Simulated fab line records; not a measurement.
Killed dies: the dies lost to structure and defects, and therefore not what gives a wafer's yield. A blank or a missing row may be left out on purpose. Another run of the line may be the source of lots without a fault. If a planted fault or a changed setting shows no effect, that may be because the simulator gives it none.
fab line records    flow n5_finfet
[record] lots = 10  wafers = 30  last_day = 18
route steps=1938 shown ZERO_LAYER@16 WELL_APT@52 PMOS_HMC_CHANNEL_EPI@67 PASSIVATION@1936
lots that met no fault: from a run of the same line without faults
start_h: hours from the record's first day to the start of the lot's first wafer shown    wait_h: hours from the lot's prior step to this one    " same as the row above    L1.1+2: several wafers, shown together as one row    - value missing, or start not given    * or withheld: withheld    < > ~ a bound
route shown NAME@n: names a module that has steps shown in the file, with the first one's number in the route    usual: mean/standard deviation taken from wafers without a fault    same: alike in all rows    chamber/n: place in a boat    sites: per-site readings    _std_site: the standard deviation of these    _edge_site: the outer-site mean with the inner-site mean subtracted    radius_mm: for every site, how far away it sits from the centre of the wafer    mask NAME#n: copy n    behind: the tool/chamber that last shaped the wafer    hold: what put the lot on hold/how long, in hours/how the hold closed    device: whichever transistor did not switch (one of n, p or np)    end of line: tests run on the same wafers once the route is complete    for a step that has no rows: nothing shown but its recipe    killed: dies lost to structure and defects at the first sort, not the wafer's yield    map: a wafer's dies, marking killed ones x, the rest . and places with no die _
set.NAME: the setting the step ran with; set.NAME@STEP: the setting that earlier step ran with    model.NAME: the simulator's own value behind a step, which no gauge read
steps of the route over a sample of lots; a table a step, a row a wafer
services: the hour from which a tool's chamber was out of use, counted from the record's first day as start_h (under 0 if before that day), plus the number of hours and why
[[steps]]
[step N5_ZERO_LAYER_ETCH_18]
[recipe] chemistry = HBr/Cl2  target = Si  target_depth_a = 1200  time_s = 40  pressure_mtorr = 10  icp_w = 800  bias_w = 75  HBr_flow_sccm = 150  Cl2_flow_sccm = 80
[usual] chamber_pressure_mTorr = 10.000/0.009  drypump_motor_current_A = 5.6/0.53  oes_product_au = 0.997/0.014  throttle_valve_pct = 36.2/0.51
lot.wafer  tool       chamber  start_h  wait_h  chamber_pressure_mTorr  drypump_motor_current_A  oes_product_au  rf_hours_counter_h  throttle_valve_pct
L768.2     rie_si-02  1        18.92    0.0     10.005                  4.9                      1.012           177                 35.4
L768.5     "          3        "        "       10.001                  5.8                      0.978           -                   35.3
L768.6     "          0        "        "       10.000                  4.9                      0.991           -                   37.0
L769.1     rie_si-02  3        24.96    0.0     10.005                  5.8                      0.972           116                 35.3
L769.4     "          2        "        "       10.007                  6.4                      0.988           116                 36.3
L769.6     "          2        "        "       9.981                   6.4                      0.983           -                   36.3
L771.3     rie_si-05  2        36.79    0.0     9.992                   6.5                      1.007           141                 36.3
L771.4     "          1        "        "       10.008                  5.7                      0.996           54                  36.2
L771.6     "          3        "        "       10.002                  5.4                      1.000           -                   36.7
L777.1     rie_si-03  1        72.93    0.0     10.006                  5.1                      0.998           128                 35.8
L777.2     "          3        "        "       9.986                   6.0                      0.993           41                  36.3
L777.5     "          1        "        "       10.009                  5.1                      0.984           -                   35.8
L779.2     rie_si-02  3        84.79    0.0     9.994                   5.8                      0.975           117                 35.3
L779.4     "          0        "        "       10.004                  4.9                      0.995           97                  37.0
L779.6     "          2        "        "       10.009                  6.4                      0.989           -                   36.3
L782.1     rie_si-03  3        102.79   0.0     10.000                  6.0                      0.999           41                  36.3
L782.3     "          2        "        "       9.994                   6.0                      1.024           19                  36.8
L782.4     "          0        "        "       9.994                   5.7                      0.984           91                  36.8
L784.3     rie_si-02  2        114.79   0.0     10.007                  6.4                      0.989           117                 36.3
L784.4     "          0        "        "       9.999                   4.9                      1.001           97                  37.0
L784.6     "          0        "        "       10.005                  4.9                      1.004           -                   37.0
L788.3     rie_si-05  1        140.13   0.0     9.993                   5.7                      0.990           55                  36.2
L788.5     "          3        "        "       10.001                  5.3                      0.989           -                   36.7
L788.6     "          0        "        "       10.004                  5.3                      1.004           -                   36.4
L789.2     rie_si-02  2        144.83   0.0     9.993                   6.4                      0.987           118                 36.3
L789.3     "          1        "        "       10.007                  4.9                      1.010           180                 35.4
L789.5     "          1        "        "       9.996                   4.9                      1.013           -                   35.4
L790.2     rie_si-03  1        150.81   0.0     10.009                  5.1                      0.989           129                 35.8
L790.4     "          2        "        "       9.993                   6.1                      1.024           20                  36.8
L790.5     "          2        "        "       9.993                   6.1                      1.022           -                   36.8
[step N5_WELL_APT_PRECLEAN_36]
[recipe] chemistry = O3/DIW  time_s = 45  temp_c = 22  o3_ppm = 10
lot.wafer   tool          chamber  start_h  wait_h
L768.2+5+6  wet_bench-03  7,0,1    22.01    0.0
L769.1+4+6  wet_bench-04  5,0,4    28.04    0.0
L771.3+4+6  wet_bench-03  4,0,2    39.84    0.0
L777.1+2+5  wet_bench-03  7,6,5    75.89    0.0
L779.2+4+6  wet_bench-03  7,1,2    88.32    0.0
L782.1+3+4  wet_bench-06  5,7,3    105.82   0.0
L784.3+4+6  wet_bench-04  3,5,0    118.00   0.0
L788.3+5+6  wet_bench-04  2,7,3    143.26   0.0
L789.2+3+5  wet_bench-06  7,2,5    147.73   0.0
L790.2+4+5  wet_bench-04  2,0,1    153.88   0.0
[step N5_WELL_APT_INSPECT_38]
[recipe] inspect_instrument = darkfield  mode = post_epi
[usual] raw_defect_count = 14/5.4
lot.wafer  tool               chamber  start_h  wait_h  raw_defect_count
L768.2     defect_inspect-01  -        22.72    0.4     16
L768.5     "                  -        "        "       11
L768.6     "                  -        "        "       32
L769.1     defect_inspect-01  -        28.75    0.5     20
L769.4     "                  -        "        "       10
L769.6     "                  -        "        "       15
L771.3     defect_inspect-01  -        40.55    0.3     14
L771.4     "                  -        "        "       17
L771.6     "                  -        "        "       17
L777.1     defect_inspect-01  -        76.60    0.5     306
L777.2     "                  -        "        "       325
L777.5     "                  -        "        "       356
L779.2     defect_inspect-02  -        89.04    0.4     304
L779.4     "                  -        "        "       328
L779.6     "                  -        "        "       312
L782.1     defect_inspect-01  -        106.74   0.7     8
L782.3     "                  -        "        "       18
L782.4     "                  -        "        "       14
L784.3     defect_inspect-02  -        118.93   0.4     8
L784.4     "                  -        "        "       9
L784.6     "                  -        "        "       12
L788.3     defect_inspect-01  -        143.98   0.3     25
L788.5     "                  -        "        "       11
L788.6     "                  -        "        "       14
L789.2     defect_inspect-01  -        148.45   0.4     20
L789.3     "                  -        "        "       20
L789.5     "                  -        "        "       7
L790.2     defect_inspect-01  -        154.61   0.4     10
L790.4     "                  -        "        "       17
L790.5     "                  -        "        "       23
[step N5_PMOS_HMC_CHANNEL_EPI_INSPECT_11]
[recipe] mode = adi  inspect_instrument = macro
[usual] raw_defect_count = 1.9/1.4
lot.wafer  tool               chamber  start_h  wait_h  raw_defect_count
L768.2     defect_inspect-02  -        23.24    0.0     3
L768.5     "                  -        "        "       1
L768.6     "                  -        "        "       2
L769.1     defect_inspect-01  -        29.25    0.0     2
L769.4     "                  -        "        "       4
L769.6     "                  -        "        "       4
L771.3     defect_inspect-02  -        40.96    0.0     1
L771.4     "                  -        "        "       1
L771.6     "                  -        "        "       1
L777.1     defect_inspect-01  -        76.97    0.0     292
L777.2     "                  -        "        "       >300
L777.5     "                  -        "        "       >300
L779.2     defect_inspect-02  -        89.53    0.0     >300
L779.4     "                  -        "        "       >300
L779.6     "                  -        "        "       >300
L782.1     defect_inspect-01  -        107.11   0.0     2
L782.3     "                  -        "        "       7
L782.4     "                  -        "        "       2
L784.3     defect_inspect-02  -        119.42   0.0     0
L784.4     "                  -        "        "       1
L784.6     "                  -        "        "       0
L788.3     defect_inspect-01  -        144.35   0.0     3
L788.5     "                  -        "        "       2
L788.6     "                  -        "        "       2
L789.2     defect_inspect-02  -        148.83   0.0     0
L789.3     "                  -        "        "       1
L789.5     "                  -        "        "       1
L790.2     defect_inspect-01  -        155.11   0.0     1
L790.4     "                  -        "        "       1
L790.5     "                  -        "        "       2
[step N5_PMOS_HMC_CHANNEL_EPI_HM_OPEN_15]
[recipe] chemistry = CHF3/O2  target = SiO2  mask_material = CAR-ArF-block  target_depth_a = 406  CHF3_flow_sccm = 50  O2_flow_sccm = 5  Ar_flow_sccm = 200  time_s = 20.3  pressure_mtorr = 30  source_w = 650  bias_w = 170  ion_energy_ev = 200
[usual] chamber_pressure_mTorr = 30.000/0.028  drypump_motor_current_A = 5.9/0.45  oes_product_au = 0.76/0.059  rf_vpp_V = 519/16  showerhead_plenum_p_Torr = 2.40/0.093  throttle_valve_pct = 19.0/0.32
lot.wafer  tool         chamber  start_h  wait_h  chamber_pressure_mTorr  drypump_motor_current_A  oes_product_au  rf_hours_counter_h  rf_vpp_V  showerhead_plenum_p_Torr  throttle_valve_pct
L768.2     rie_diel-01  1        23.68    0.0     29.992                  5.5                      0.73            203                 519       2.50                      19.3
L768.5     "            2        "        "       29.953                  5.4                      0.77            -                   533       2.52                      19.0
L768.6     "            3        "        "       30.016                  5.4                      0.81            -                   518       2.43                      19.2
L769.1     rie_diel-06  1        29.36    0.0     30.011                  6.5                      0.65            247                 521       2.28                      19.2
L769.4     "            3        "        "       29.953                  5.9                      0.82            77                  499       2.26                      18.6
L769.6     "            1        "        "       29.984                  6.5                      0.64            -                   520       2.28                      19.2
L771.3     rie_diel-06  2        41.29    0.0     30.015                  5.6                      0.74            200                 529       2.40                      19.4
L771.4     "            3        "        "       30.019                  5.8                      0.82            -                   497       2.26                      18.6
L771.6     "            2        "        "       29.973                  5.6                      0.73            -                   527       2.40                      19.4
L777.1     rie_diel-03  1        77.08    0.0     29.979                  6.8                      0.72            170                 518       2.31                      19.2
L777.2     "            2        "        "       29.998                  6.2                      0.71            169                 563       2.50                      19.1
L777.5     "            2        "        "       30.020                  6.2                      0.71            -                   564       2.50                      19.1
L779.2     rie_diel-06  2        89.64    0.0     29.994                  5.6                      0.71            216                 528       2.39                      19.5
L779.4     "            0        "        "       29.953                  6.5                      0.76            159                 502       2.31                      18.6
L779.6     "            3        "        "       29.986                  5.9                      0.80            -                   500       2.25                      18.6
L782.1     rie_diel-06  2        107.43   0.0     30.055                  5.6                      0.72            223                 528       2.39                      19.5
L782.3     "            0        "        "       30.016                  6.5                      0.76            164                 502       2.31                      18.6
L782.4     "            1        "        "       30.065                  6.5                      0.93            14                  529       2.57                      18.8
L784.3     rie_diel-01  2        119.53   0.0     29.977                  5.4                      0.74            167                 530       2.50                      19.0
L784.4     "            0        "        "       30.002                  5.5                      0.71            201                 510       2.40                      19.1
L784.6     "            1        "        "       29.969                  5.5                      0.71            -                   518       2.49                      19.4
L788.3     rie_diel-01  3        144.49   0.0     30.035                  5.4                      0.79            127                 517       2.42                      19.2
L788.5     "            3        "        "       29.941                  5.4                      0.78            -                   519       2.42                      19.2
L788.6     "            0        "        "       30.015                  5.5                      0.71            -                   510       2.40                      19.2
L789.2     rie_diel-03  0        149.17   0.0     29.992                  5.7                      0.76            144                 536       2.51                      19.2
L789.3     "            2        "        "       30.000                  6.2                      0.70            188                 562       2.49                      19.1
L789.5     "            0        "        "       30.025                  5.7                      0.76            -                   537       2.51                      19.2
L790.2     rie_diel-03  2        155.23   0.0     30.026                  6.2                      0.70            190                 564       2.49                      19.1
L790.4     "            3        "        "       30.009                  5.8                      0.80            -                   515       2.35                      18.6
L790.5     "            0        "        "       30.019                  5.7                      0.76            -                   537       2.51                      19.2
[step N5_PMOS_HMC_CHANNEL_EPI_STRIP_33]
[recipe] chemistry = N2/H2  power_w = 500  temp_c = 40  pressure_mtorr = 50  rf_frequency_hz = 6e+07  overash_fraction = 0.3  bias_power_w = 8  h2_frac = 0.5  n2_flow_sccm = 300  h2_flow_sccm = 300
[usual] chamber_pressure_mTorr = 50.00/0.099  drypump_motor_current_A = 5.9/0.45  oes_product_au = 0.77/0.06  rf_vpp_V = 54.1/1.6  showerhead_plenum_p_Torr = 3.34/0.13  throttle_valve_pct = 19.1/0.4
lot.wafer  tool         chamber  start_h  wait_h  chamber_pressure_mTorr  drypump_motor_current_A  oes_product_au  rf_hours_counter_h  rf_vpp_V  showerhead_plenum_p_Torr  throttle_valve_pct
L768.2     rie_diel-01  1        23.74    0.0     50.02                   5.5                      0.73            203                 54.5      3.43                      19.0
L768.5     "            2        "        "       50.06                   5.5                      0.77            -                   52.7      3.51                      19.1
L768.6     "            3        "        "       49.97                   5.4                      0.83            -                   52.6      3.44                      19.9
L769.1     rie_diel-06  1        29.42    0.0     49.91                   6.5                      0.66            247                 52.8      3.19                      19.3
L769.4     "            3        "        "       50.02                   5.9                      0.82            77                  51.5      3.14                      18.9
L769.6     "            1        "        "       49.92                   6.5                      0.66            -                   53.1      3.19                      19.3
L771.3     rie_diel-06  2        41.35    0.0     49.99                   5.6                      0.74            200                 54.1      3.30                      19.3
L771.4     "            3        "        "       50.04                   5.9                      0.80            -                   56.2      3.14                      18.9
L771.6     "            2        "        "       50.21                   5.6                      0.74            -                   54.2      3.30                      19.3
L777.1     rie_diel-03  1        77.14    0.0     50.08                   6.8                      0.70            170                 54.1      3.20                      18.8
L777.2     "            2        "        "       50.07                   6.2                      0.71            169                 55.1      3.48                      18.7
L777.5     "            2        "        "       50.05                   6.3                      0.73            -                   56.3      3.48                      18.7
L779.2     rie_diel-06  2        89.70    0.0     49.75                   5.6                      0.72            216                 52.5      3.29                      19.4
L779.4     "            0        "        "       50.02                   6.5                      0.75            159                 55.4      3.23                      18.4
L779.6     "            3        "        "       50.03                   5.9                      0.80            -                   53.5      3.13                      19.0
L782.1     rie_diel-06  2        107.48   0.0     50.03                   5.6                      0.72            223                 53.8      3.29                      19.4
L782.3     "            0        "        "       49.98                   6.5                      0.76            164                 55.8      3.23                      18.5
L782.4     "            1        "        "       50.01                   6.5                      0.93            14                  54.4      3.58                      18.9
L784.3     rie_diel-01  2        119.59   0.0     49.99                   5.4                      0.73            167                 54.8      3.49                      19.1
L784.4     "            0        "        "       49.99                   5.5                      0.71            202                 52.6      3.35                      19.1
L784.6     "            1        "        "       49.94                   5.5                      0.70            -                   56.3      3.42                      19.1
L788.3     rie_diel-01  3        144.55   0.0     49.99                   5.4                      0.79            127                 52.7      3.42                      20.0
L788.5     "            3        "        "       50.16                   5.4                      0.80            -                   51.6      3.42                      19.9
L788.6     "            0        "        "       50.03                   5.5                      0.69            -                   53.6      3.34                      19.1
L789.2     rie_diel-03  0        149.23   0.0     50.08                   5.8                      0.77            144                 54.4      3.50                      19.3
L789.3     "            2        "        "       50.08                   6.3                      0.70            188                 54.1      3.47                      18.7
L789.5     "            0        "        "       50.00                   5.8                      0.76            -                   52.8      3.50                      19.3
L790.2     rie_diel-03  2        155.28   0.0     50.20                   6.2                      0.72            190                 51.0      3.47                      18.7
L790.4     "            3        "        "       50.13                   5.9                      0.79            -                   57.0      3.27                      18.7
L790.5     "            0        "        "       49.91                   5.8                      0.77            -                   52.3      3.50                      19.2
[step N5_PASSIVATION_PROBE_49]
[usual] killed_at_M0_to_M3 = 34/11  killed_at_M4_up = 13/5.2  killed_at_contacts = 13/6.3  killed_at_front_end = 40/14  killed_at_other = 3.2/2.4  killed_dies = 104/19  killed_open = 69/14  killed_short = 32/7.5
[same] gross_dies = 1180  killed_at_back_side = 0
lot.wafer  tool       chamber  start_h  wait_h  killed_at_M0_to_M3  killed_at_M4_up  killed_at_contacts  killed_at_front_end  killed_at_other  killed_dies  killed_open  killed_short
L768.2     prober-02  -        277.20   0.1     10                  7                19                  72                   3                111          77           31
L768.5     prober-02  -        277.35   0.2     23                  10               11                  48                   2                94           64           26
L768.6     prober-02  -        277.40   0.3     24                  16               12                  59                   1                112          74           37
L777.1     prober-02  -        328.90   0.0     30                  12               17                  148                  4                211          79           37
L777.2     prober-02  -        328.95   0.1     33                  11               8                   128                  4                184          61           44
L777.5     prober-02  -        329.10   0.2     35                  9                14                  140                  5                203          71           36
L779.2     prober-02  -        335.71   0.1     29                  23               6                   149                  4                211          79           33
L779.4     prober-02  -        335.81   0.2     30                  15               18                  135                  4                202          70           32
L779.6     prober-02  -        335.91   0.3     23                  18               12                  147                  4                204          72           24
L782.1     prober-02  -        364.49   0.0     60                  16               16                  32                   4                128          89           37
L782.3     prober-02  -        364.59   0.1     49                  13               14                  47                   3                126          83           38
L782.4     prober-02  -        364.64   0.2     44                  12               18                  31                   4                109          65           43
L784.3     prober-01  -        369.46   0.1     28                  17               16                  39                   2                102          62           37
L788.3     prober-02  -        406.53   0.1     29                  18               4                   58                   6                115          73           36
L788.5     prober-02  -        406.63   0.2     30                  12               3                   27                   0                72           43           29
L788.6     prober-02  -        406.68   0.3     30                  5                13                  41                   4                93           59           34
// killed by level:class
L768.2 STI_FIN_REVEAL:geometric_particle:open=24 FIN_SAQP:geometric_particle:open=16 MOL_CONTACT_COAG:geometric_particle:open=16 GATE_CUT:geometric_particle:short=9 STI_FIN_REVEAL:geometric_particle:short=5 BEOL_M4:geometric_particle:open=5 FIN_SAQP:geometric_particle:short=3 MOL_CONTACT_COAG:geometric_particle:short=3
L768.5 STI_FIN_REVEAL:geometric_particle:open=17 MOL_CONTACT_COAG:geometric_particle:open=9 DUMMY_GATE:geometric_particle:open=7 GATE_CUT:geometric_particle:short=7 BEOL_M2:geometric_particle:open=6 BEOL_M0_SAQP:geometric_particle:open=6 FIN_SAQP:geometric_particle:open=4 FIN_SAQP:geometric_particle:short=3
L768.6 STI_FIN_REVEAL:geometric_particle:open=17 MOL_CONTACT_COAG:geometric_particle:open=11 FIN_SAQP:geometric_particle:short=10 BEOL_M4:geometric_particle:open=10 GATE_CUT:geometric_particle:short=8 BEOL_M0_SAQP:geometric_particle:open=8 FIN_SAQP:geometric_particle:open=6 BEOL_M0_SAQP:geometric_particle:short=6
L777.1 WELL_APT:unspecified=93 FIN_SAQP:geometric_particle:open=22 BEOL_M2:geometric_particle:open=16 MOL_CONTACT_COAG:geometric_particle:open=12 FIN_SAQP:geometric_particle:short=10 MOL_CONTACT_COAG:geometric_particle:short=5 STI_FIN_REVEAL:geometric_particle:open=4 BEOL_M4:geometric_particle:open=4
L777.2 WELL_APT:unspecified=77 FIN_SAQP:geometric_particle:short=21 FIN_SAQP:geometric_particle:open=10 BEOL_M2:geometric_particle:open=9 MOL_CONTACT_COAG:geometric_particle:open=7 BEOL_M0_SAQP:geometric_particle:open=7 BEOL_M0_SAQP:geometric_particle:short=4 BEOL_M3:geometric_particle:short=4
L777.5 WELL_APT:unspecified=95 MOL_CONTACT_COAG:geometric_particle:open=13 FIN_SAQP:geometric_particle:short=10 BEOL_M0_SAQP:geometric_particle:open=9 GATE_CUT:geometric_particle:short=7 BEOL_M0_SAQP:geometric_particle:short=7 FIN_SAQP:geometric_particle:open=6 BEOL_M2:geometric_particle:open=6
L779.2 WELL_APT:unspecified=99 STI_FIN_REVEAL:geometric_particle:open=15 FIN_SAQP:geometric_particle:open=11 BEOL_M2:geometric_particle:open=7 BEOL_M4:geometric_particle:open=7 FIN_SAQP:geometric_particle:short=6 MOL_CONTACT_COAG:geometric_particle:open=6 BEOL_M0_SAQP:geometric_particle:short=6
L779.4 WELL_APT:unspecified=99 MOL_CONTACT_COAG:geometric_particle:open=15 BEOL_M0_SAQP:geometric_particle:open=15 BEOL_M4:geometric_particle:open=8 STI_FIN_REVEAL:geometric_particle:open=7 FIN_SAQP:geometric_particle:short=6 BEOL_M0_SAQP:geometric_particle:short=6 FIN_SAQP:geometric_particle:open=4
L779.6 WELL_APT:unspecified=104 BEOL_M0_SAQP:geometric_particle:open=11 STI_FIN_REVEAL:geometric_particle:open=10 BEOL_M4:geometric_particle:open=10 FIN_SAQP:geometric_particle:open=9 DUMMY_GATE:geometric_particle:open=8 MOL_CONTACT_COAG:geometric_particle:open=7 MOL_CONTACT_COAG:geometric_particle:short=5
L782.1 MOL_CONTACT_COAG:geometric_particle:open=14 BEOL_M0_SAQP:geometric_particle:open=12 BEOL_M1:geometric_particle:open=10 BEOL_M2:geometric_particle:open=10 BEOL_M0_SAQP:geometric_particle:short=9 BEOL_M3:geometric_particle:open=9 FIN_SAQP:geometric_particle:open=7 BEOL_M4:geometric_particle:open=7
L782.3 BEOL_M2:geometric_particle:open=14 STI_FIN_REVEAL:geometric_particle:open=12 MOL_CONTACT_COAG:geometric_particle:open=9 BEOL_M0_SAQP:geometric_particle:open=9 FIN_SAQP:geometric_particle:open=8 BEOL_M1:geometric_particle:open=7 FIN_SAQP:geometric_particle:short=6 BEOL_M5:geometric_particle:open=6
L782.4 FIN_SAQP:geometric_particle:short=15 MOL_CONTACT_COAG:geometric_particle:open=14 BEOL_M0_SAQP:geometric_particle:short=13 BEOL_M1:geometric_particle:open=6 BEOL_M2:geometric_particle:open=6 FIN_SAQP:geometric_particle:open=5 BEOL_M3:geometric_particle:open=5 BEOL_M0_SAQP:geometric_particle:open=5
L784.3 MOL_CONTACT_COAG:geometric_particle:open=12 BEOL_M4:geometric_particle:open=8 FIN_SAQP:geometric_particle:short=7 GATE_CUT:geometric_particle:short=7 DUMMY_GATE:geometric_particle:open=6 BEOL_M1:geometric_particle:open=6 BEOL_M5:geometric_particle:open=6 STI_FIN_REVEAL:geometric_particle:open=5
L788.3 FIN_SAQP:geometric_particle:open=15 DUMMY_GATE:geometric_particle:open=12 BEOL_M3:geometric_particle:open=11 FIN_SAQP:geometric_particle:short=9 GATE_CUT:geometric_particle:short=6 MOL_CONTACT_COAG:geometric_particle:open=4 BEOL_M0_SAQP:geometric_particle:short=4 BEOL_M0_SAQP:geometric_particle:open=4
L788.5 BEOL_M3:geometric_particle:open=10 FIN_SAQP:geometric_particle:short=9 BEOL_M3:geometric_particle:short=6 FIN_SAQP:geometric_particle:open=5 BEOL_M0_SAQP:geometric_particle:short=5 STARTING-WAFER:geometric_particle:open=5 BEOL_M1:geometric_particle:open=4 MOL_CONTACT_COAG:geometric_particle:open=3
L788.6 MOL_CONTACT_COAG:geometric_particle:open=13 FIN_SAQP:geometric_particle:open=11 FIN_SAQP:geometric_particle:short=10 BEOL_M3:geometric_particle:open=7 GATE_CUT:geometric_particle:short=5 DUMMY_GATE:geometric_particle:open=4 BEOL_M1:geometric_particle:open=4 BEOL_M2:geometric_particle:open=4
[[services]]
tool         chamber  start_h  hours  kind
rie_diel-03  3        -4.20    2.7    repair
rie_diel-03  0        -0.40    1.3    repair
rie_si-03    -        11.05    0.1    repair
rie_diel-03  -        27.94    15.6   pm
rie_diel-06  1        38.20    -      clean
rie_diel-06  1        38.20    -      consumable_replace:focus_ring
rie_diel-06  1        38.20    -      consumable_replace:showerhead
rie_diel-06  1        38.20    23.0   scheduled_down
rie_diel-06  1        38.20    23.0   vent_cycle
rie_si-02    2        38.22    5.3    repair
rie_diel-01  0        90.51    8.2    repair
rie_diel-06  0        92.45    4.8    repair
rie_si-03    0        104.55   5.4    repair
rie_si-02    2        105.70   4.0    repair
rie_si-05    -        107.59   2.8    pm
rie_diel-01  0        116.14   1.5    repair
rie_diel-01  2        127.11   6.6    repair
rie_diel-03  2        140.26   5.8    repair
rie_si-05    1        140.86   2.5    repair
rie_diel-06  1        154.34   5.2    repair
[[key]]
[first_sign] step = N5_WELL_APT_INSPECT_38  reading = raw_defect_count  direction = up  sigmas = 57  usual = 14  struck = 322
[effect] step = N5_PMOS_HMC_CHANNEL_EPI_INSPECT_11  reading = raw_defect_count  direction = up  sigmas = 99+  usual = 1.9  struck = >298.7
[effect] step = N5_PASSIVATION_PROBE_49  reading = killed_at_front_end  direction = up  sigmas = 7.4  usual = 40  struck = 141
[more_kills_born_at] N5_WELL_APT_PRECLEAN_36@wet_bench-03 = 567
met_at N5_WELL_APT_PRECLEAN_36
struck_lots L777,L779
tester_left_out L777,L779
not_acting_at N5_ZERO_LAYER_ETCH_18,N5_PMOS_HMC_CHANNEL_EPI_HM_OPEN_15,N5_PMOS_HMC_CHANNEL_EPI_STRIP_33
onset_between 39.84 75.89
[fault] kind = chamber_particle_source  tool = wet_bench-03  chamber = -  onset_h = 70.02  steps = N5_WELL_APT_PRECLEAN_36  rate_per_visit_cm2 = 0.48619  end_h = 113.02
// tester_left_out: of these lots the tester's yield and bins aren't shown, on N5 and GAA mostly nor the transistor test; their killed dies are dies lost to structure and defects alone, not to doping, threshold or leakage, so they don't give the yield
